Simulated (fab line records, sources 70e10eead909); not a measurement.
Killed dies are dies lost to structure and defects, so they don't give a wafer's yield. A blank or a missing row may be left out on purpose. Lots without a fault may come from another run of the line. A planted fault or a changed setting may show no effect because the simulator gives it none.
A struck lot beside a sound one | flow nand_harc | 37 steps out of a route of 1159
Sound: wafers L969.4, L969.5, L969.6. Struck: wafers L979.2, L979.3, L979.4. The cause comes at the end.
At each step with rows: each side's tool, then ch and its chambers, then its first start. Under that, the readings that differ: sound wafers | struck wafers | difference of the means | sigmas: that difference in standard deviations of wafers without a fault.
alike: readings whose means differ by less than 2 such deviations, and words and numbers that are the same on both sides. not compared: withheld readings, readings that some wafer has no value for, bounds like >300 that may hide the same value, and numbers for which the record gives no deviation and whose values overlap.
The two part at a step that has a row with sigmas, a row that says differs or no value, or rows on one side only. Numbers that don't overlap but have no deviation are shown without sigmas and don't part them. A reading that every wafer of one side lacks parts them only if that side has two wafers or more.

first, 2 steps without rows for these wafers: NHARC_A_STAIRCASE_ALD_415 (deposits SiO2, target thk 30 nm, pulse time 6 s, ald cycles 300); NHARC_A_STAIRCASE_ETCHBACK_416 (etches the open film in C4F8/O2/Ar, target depth 36 nm, time 7.2 s).
NHARC_A_STAIRCASE_STRIP_476: strips in O2, time 20 s.
  sound on rie_diel-12 ch 0,3, day 12 15:40; struck on rie_diel-03 ch 1,2,3, day 14 19:51
  alike: drypump_motor_current_A, oes_product_au, rf_vpp_V, showerhead_plenum_p_Torr, throttle_valve_pct
  not compared: rf_hours_counter_h
NHARC_A_STAIRCASE_DEP_417: deposits Si3N4, target thk 60 nm.
  sound on pecvd-03 ch 0,1,2, day 12 15:53; struck on pecvd-01 ch 0,1, day 14 19:56
  alike: heater_power_w
then, 5 steps without rows for these wafers: NHARC_A_STAIRCASE_WET_418 (chemistry H3PO4, target depth 20 nm); NHARC_A_STAIRCASE_PRECLEAN_419 (cleans in SC1); NHARC_A_STAIRCASE_SRD_421; NHARC_A_STAIRCASE_ALD_420 (deposits SiO2, target thk 20 nm, pulse time 6 s, ald cycles 200); NHARC_A_STAIRCASE_CVD_552 (deposits SiNx, target thk 40 nm).
NHARC_A_STAIRCASE_DEP_151: deposits SiO2, target thk 3800 nm.
  sound on pecvd-01 ch 0,1,2, day 13 06:34; struck on pecvd-04 ch 0,1, day 15 09:46
  alike: heater_power_w, mfc_precursor_sccm
then, 1 step without rows for these wafers: NHARC_A_STAIRCASE_ANNEAL_320 (time 1800 s).
NHARC_A_STAIRCASE_DEP_322: deposits SiO2, target thk 3800 nm.
  sound on pecvd-01 ch 0,1,2, day 13 16:23; struck on pecvd-04 ch 0,1, day 15 18:50
  alike: heater_power_w, mfc_precursor_sccm
then, 1 step without rows for these wafers: NHARC_A_STAIRCASE_ANNEAL_323 (time 1800 s).
NHARC_A_STAIRCASE_DEP_325: deposits SiO2, target thk 3800 nm.
  sound on pecvd-01 ch 0,1,2, day 13 23:09; struck on pecvd-04 ch 0,1,2, day 16 01:58
  alike: heater_power_w, mfc_precursor_sccm
then, 20 steps without rows for these wafers: NHARC_A_STAIRCASE_ANNEAL_326 (time 1800 s); NHARC_A_STAIRCASE_DEHYDRATE_433 (time 120 s); NHARC_A_STAIRCASE_HMDS_434 (time 30 s); NHARC_A_STAIRCASE_COAT_435; NHARC_A_STAIRCASE_SOFTBAKE_436 (time 170 s); NHARC_A_STAIRCASE_EBR_437; NHARC_A_STAIRCASE_EXPOSE_438 (exposes mask STAIR REV); NHARC_A_STAIRCASE_PEB_439 (peb time 130 s); NHARC_A_STAIRCASE_DEVELOP_440 (time 140 s); NHARC_A_STAIRCASE_HARDBAKE_442 (time 140 s); NHARC_A_STAIRCASE_DESCUM_443 (chemistry O2, time 3 s); NHARC_A_STAIRCASE_ETCH_444 (etches the open film in C4F8/O2, target depth 10200 nm, time 3400 s); NHARC_A_STAIRCASE_STRIP_446 (strips in O2); NHARC_A_STAIRCASE_STRIP_447 (strips in SPM, time 900 s); NHARC_A_STAIRCASE_PRECLEAN_448 (cleans in SC1); NHARC_A_STAIRCASE_SRD_449; NHARC_A_STAIRCASE_CMP_450 (polishes SiO2, target thk 200 nm); NHARC_A_STAIRCASE_CMP_152 (polishes); NHARC_A_STAIRCASE_SRD_154; NHARC_A_STAIRCASE_ETCH_403 (etches SiO2 in dHF, target depth 108.2 nm).
NHARC_A_STAIRCASE_ETCHBACK_422: etches the open film in CH3F/O2, target depth 40 nm, time 74.286 s.
  sound on rie_diel-02 ch 1,2,3, day 14 11:22; struck on rie_diel-03 ch 0,1,3, day 16 17:18
  alike: drypump_motor_current_A, oes_product_au, rf_vpp_V, showerhead_plenum_p_Torr, throttle_valve_pct
  not compared: rf_hours_counter_h
then, 1 step without rows for these wafers: NHARC_A_STAIRCASE_ETCH_423 (etches SiO2 in dHF, target depth 30 nm).
-- the record jumps here: 5 days lie between the struck wafers' starts before and after (it left off in module A_STAIRCASE and takes up again in module END, whose first step shown is number 1159 of the route) --
NHARC_END_SORT_01:
  the record has rows for the struck wafers here (prober-01 ch 0, day 21 21:32) and none for the sound ones

WHERE THEY PART
Only at NHARC_END_SORT_01, within this record.

WHY: what the simulator had put in
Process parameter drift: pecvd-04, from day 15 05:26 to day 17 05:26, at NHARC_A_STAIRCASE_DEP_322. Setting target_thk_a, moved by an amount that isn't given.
